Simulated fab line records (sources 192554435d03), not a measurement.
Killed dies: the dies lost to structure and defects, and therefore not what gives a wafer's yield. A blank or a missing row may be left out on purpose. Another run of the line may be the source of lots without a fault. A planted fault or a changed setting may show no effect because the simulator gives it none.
Chamber matching | flow n5Finfet | 4 sister chambers for N5_DUMMY_GATE_ETCH_29 on rieDiel-04
The step etches underlayer in N2/H2, target depth 13 nm. 7 wafers are shown with their chamber, then 10 later ones without.

== WAFERS PAIRED WITH THEIR CHAMBERS ==
wafer  | chamber | showerheadPlenumPTorr (Torr) | drypumpMotorCurrentA (A)
L080.1 | 2       | 2.67                         | 5.4
L085.4 | 1       | 2.53                         | 5.8
L085.5 | 3       | 2.60                         | 5.4
L086.1 | 1       | 2.52                         | 5.8
L086.6 | 0       | 2.41                         | 6.3
L088.2 | 0       | 2.41                         | 6.3
L088.3 | 3       | 2.60                         | 5.5

== WAFERS MISSING THEIR CHAMBER ==
wafer  | showerheadPlenumPTorr (Torr) | drypumpMotorCurrentA (A)
L088.5 | 2.41                         | 6.4
L090.1 | 2.52                         | 5.7
L090.4 | 2.52                         | 5.7
L090.5 | 2.60                         | 5.4
L094.1 | 2.52                         | 5.8
L094.2 | 2.40                         | 6.3
L094.3 | 2.60                         | 5.4
L094.4 | 2.60                         | 5.4
L094.5 | 2.52                         | 5.8
L094.6 | 2.40                         | 6.3

== WHICH CHAMBER EACH ONE RAN IN ==
wafer  | from the rows above | in truth
L088.5 | 0                   | 0
L090.1 | 1                   | 1
L090.4 | 1                   | 1
L090.5 | 3                   | 3
L094.1 | 1                   | 1
L094.2 | 0                   | 0
L094.3 | 3                   | 3
L094.4 | 3                   | 3
L094.5 | 1                   | 1
L094.6 | 0                   | 0
Placed correctly: 10 of 10. From these rows, 0 cannot be placed. 0 placed wrongly.
How it was worked out, from the rows above alone: a wafer's distance from a chamber is the root of the sum, over the readings, of the square of ((its reading less the chamber's mean) divided by the reading's scatter). If the next closest chamber is less than 2 further off than the closest, the wafer can't be placed; otherwise it belongs to the closest. A chamber's mean is the mean of its shown wafers. The scatter is the square root of a quotient: the sum, over the shown wafers, of each reading's squared deviation from its chamber's mean, divided by wafers minus chambers.
